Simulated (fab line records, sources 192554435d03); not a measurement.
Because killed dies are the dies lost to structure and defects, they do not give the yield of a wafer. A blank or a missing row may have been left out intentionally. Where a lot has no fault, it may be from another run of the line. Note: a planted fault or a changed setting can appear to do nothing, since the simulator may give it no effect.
A lot that was struck, set against a sound lot	flow n5-finfet	15 steps out of a route of 1938
Sound: the wafers L300.1, L300.3, L300.4. Struck: wafer L307.4 (L307.2, L307.5, from the same lot, were not struck and are left out); the cause is given at the end.
At each step with rows: each side's tool, then ch and its chambers, then its first start. Under that, the readings that differ: sound wafers	struck wafers	difference of the means	sigmas: that difference in standard deviations of wafers without a fault.
alike: same words and numbers on both sides, and readings whose means sit less than 2 such deviations apart. not compared: any withheld reading, any reading some wafer has no value for, any bound like >300 that may hide the same value, and any number with overlapping values for which the record gives no deviation.
Wherever a step has rows on one side only, a row that says differs or no value, or a row with sigmas, the two part there. When numbers do not overlap yet have no deviation, they are printed without sigmas and do not part them. Lack of a reading on every wafer of one side parts them only where that side has two or more wafers.

first, 4 steps without rows for these wafers: N5_BEOL_M2_SOFTBAKE_23 (time 60 s); N5_BEOL_M2_EXPOSE_25 (exposes mask V1, defocus 5 nm); N5_BEOL_M2_PEB_26 (peb time 60 s); N5_BEOL_M2_DEVELOP_27 (develop time 30 s).
N5_BEOL_M2_CD_MEAS_28: target cd 26.2 nm, target cd y 24.1 nm.
  sound on cd-sem-02 ch 0, day 8 12:28; struck on cd-sem-03 ch 0, day 10 06:43
  alike: cd-nm
N5_BEOL_M2_OVL_MEAS_29:
  sound on overlay-01 ch 0, day 8 12:30; struck on overlay-01 ch 0, day 10 06:45
  alike: V1_OVL
N5_BEOL_M2_INSPECT_30: inspects for defects (brightfield).
  sound on defect-inspect-02 at day 8 12:34; struck on defect-inspect-01 at day 10 06:48
  alike: raw-defect-count
N5_BEOL_M2_DESCUM_33: chemistry O2, time 7 s.
  sound on rie-diel-05 ch 0,1,3, day 8 12:36; struck on rie-diel-01 ch 2, day 10 07:07
reading	sound	struck	difference	sigmas
drypump-motor-current-A (A)	5.6 6.5 6.2	4.9	-1.2	-2
  alike: oes-product-au, rf-vpp-V, showerhead-plenum-p-Torr, throttle-valve-pct
  not compared: rf-hours-counter-h
N5_BEOL_M2_ETCH_77: etches underlayer in N2/H2, target depth 6.5 nm, time 5.2 s.
  sound on rie-diel-05 ch 0,1,3, day 8 12:38; struck on rie-diel-01 ch 2, day 10 07:08
reading	sound	struck	difference	sigmas
drypump-motor-current-A (A)	5.6 6.5 6.2	4.9	-1.2	-2
etch-rf-on-time-s (s)	5.16 5.20 4.90	5.34	+0.25	+2
  alike: oes-product-au, rf-vpp-V, showerhead-plenum-p-Torr, throttle-valve-pct
  not compared: rf-hours-counter-h
N5_BEOL_M2_ETCH_69: etches SiARC in CF4, target depth 15.6 nm, time 26 s.
  sound on rie-diel-05 ch 0,1,3, day 8 12:39; struck on rie-diel-01 ch 2, day 10 07:10
reading	sound	struck	difference	sigmas
drypump-motor-current-A (A)	5.6 6.5 6.2	4.9	-1.2	-2
  alike: etch-rf-on-time-s, oes-product-au, rf-vpp-V, showerhead-plenum-p-Torr, throttle-valve-pct
  not compared: rf-hours-counter-h
N5_BEOL_M2_ALD_98: deposits SiO2, target thk 2.5 nm, pulse time 1 s, co reactant pulse time 1 s.
  sound on ald-sin-04 ch 0,1,3, day 8 13:44; struck on ald-sin-04 ch 0, day 10 07:14
  alike: heater-power-w, precursor-pulse-height-rel
N5_BEOL_M2_ETCHBACK_99: etches SiO2 in CHF3, target depth 5 nm, time 10.4 s.
  sound on rie-diel-02 ch 0,1,3, day 8 16:45; struck on rie-diel-02 ch 2, day 10 13:52
  alike: drypump-motor-current-A, oes-product-au, rf-vpp-V, showerhead-plenum-p-Torr, throttle-valve-pct
  not compared: rf-hours-counter-h
N5_BEOL_M2_ETCH_70: etches SOC in N2/H2, target depth 80 nm, overetch 24 nm, time 130 s.
  sound on rie-diel-02 ch 0,1,3, day 8 16:47; struck on rie-diel-02 ch 2, day 10 13:54
reading	sound	struck	difference	sigmas
run-length-s (s)	153.7 153.7 152.7	144.3	-9.1	-22
throttle-valve-pct (%)	17.42 17.50 17.68	18.01	+0.48	+2
model.SiARC_of_BEOL_M2_COAT_68.thk-nm (nm)	5.8 5.8 5.8	6.2	+0.4	
  alike: drypump-motor-current-A, oes-product-au, rf-vpp-V, showerhead-plenum-p-Torr
  not compared: rf-hours-counter-h
then, 1 step without rows for these wafers: N5_BEOL_M2_STRIP_71 (strips in N2/H2).
N5_BEOL_M4_RC_MEAS_101:
  sound on prober-02 ch 0, day 10 00:52; struck on prober-02 ch 0, day 12 03:12
  alike: DIBL_N, DIBL_P, IOFF_N, IOFF_P, ION_N, ION_P, SS_N, SS_P, VT_N, VT_P

## WHERE THEY PART
Earliest at N5_BEOL_M2_DESCUM_33; latest, in this record, at N5_BEOL_M2_ETCH_70. Later steps at which nothing parts them and some readings are alike: N5_BEOL_M4_RC_MEAS_101.

WHY: what had been put in by the simulator
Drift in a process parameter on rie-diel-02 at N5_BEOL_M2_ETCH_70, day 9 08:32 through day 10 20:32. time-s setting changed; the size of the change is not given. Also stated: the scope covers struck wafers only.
